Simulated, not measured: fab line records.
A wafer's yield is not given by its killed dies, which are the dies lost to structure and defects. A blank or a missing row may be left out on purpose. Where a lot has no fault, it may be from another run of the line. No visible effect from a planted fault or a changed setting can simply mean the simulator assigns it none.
Which tool did it? -- flow nand-harc -- 6 lots, 18 wafers sampled, at 4 steps of a route of 1159

WHAT THE GAUGES READ, wafer by wafer
NHARC_END_SORT_01.
lot,measured,on,sort_bin_2_pct (%)
L482,day 20 04:55,prober-02,2.4 1.3 0.4
L486,day 21 09:46,prober-02,1.8 28.7 2.2
L496,day 23 09:34,prober-02,2.5 2.2 2.7
L500,day 24 21:17,prober-01,2.8 2.1 2.8

WHICH TOOL RAN EACH LOT (tool, then ch and the chambers of the sampled wafers, then the start)
lot,NHARC_A_M0_ECD_22,NHARC_A_BONDPAD_CMP_19,NHARC_THIN_TSV_STRIP_56
L481,"ecd-cu-01 ch 0,1, day 17 17:31","cmp-01 ch 0,1,3, day 18 03:45","plasma-asher-02 ch 0,1, day 18 23:51"
L482,"ecd-cu-01 ch 0,1, day 18 10:13","cmp-03 ch 1,3, day 18 20:35","plasma-asher-02 ch 0,1, day 19 17:16"
L486,"ecd-cu-02 ch 0,1, day 19 20:23","cmp-03 ch 0,2,3, day 20 06:20","plasma-asher-02 ch 0,1, day 21 01:29"
L496,"ecd-cu-01 ch 0,1, day 21 17:37","cmp-01 ch 0,1,3, day 22 03:12","plasma-asher-02 ch 0,1, day 23 01:12"
L498,"ecd-cu-02 ch 0,1, day 22 18:16","cmp-01 ch 0,1,2, day 23 03:52","plasma-asher-02 ch 0,1, day 24 00:14"
L500,"ecd-cu-01 ch 1, day 23 06:26","cmp-01 ch 0,1,2, day 23 16:30","plasma-asher-02 ch 0,1, day 24 12:25"
- NHARC_A_M0_ECD_22: material Cu, target thk 400 nm.
- NHARC_A_BONDPAD_CMP_19: polishes, t overpolish 30 s, cu recess touch 16 s, target thk 169.8 nm.
- NHARC_THIN_TSV_STRIP_56: strips in O2.

THE ANSWER, worked out from the rows above alone
Rule: what is usual is taken from the lots themselves. Put in order of their means at a reading, lots are off if they are a third of the lots or fewer, leave a main group of 4 or more, and stand apart from it by a gap of 3 or more times the standard deviation of the main group's means; of several such gaps the widest counts. A main group is skipped when, at the precision printed for the reading in the tables above, its means are all equal. A lot without any number at a reading at which 4 lots or more have one is off too. Where the step has rows for the other lots, those lots are counted as sound.
No lot is off at any reading shown: from this, nothing can be told.

WHAT HAD BEEN PUT IN BY THE SIMULATOR
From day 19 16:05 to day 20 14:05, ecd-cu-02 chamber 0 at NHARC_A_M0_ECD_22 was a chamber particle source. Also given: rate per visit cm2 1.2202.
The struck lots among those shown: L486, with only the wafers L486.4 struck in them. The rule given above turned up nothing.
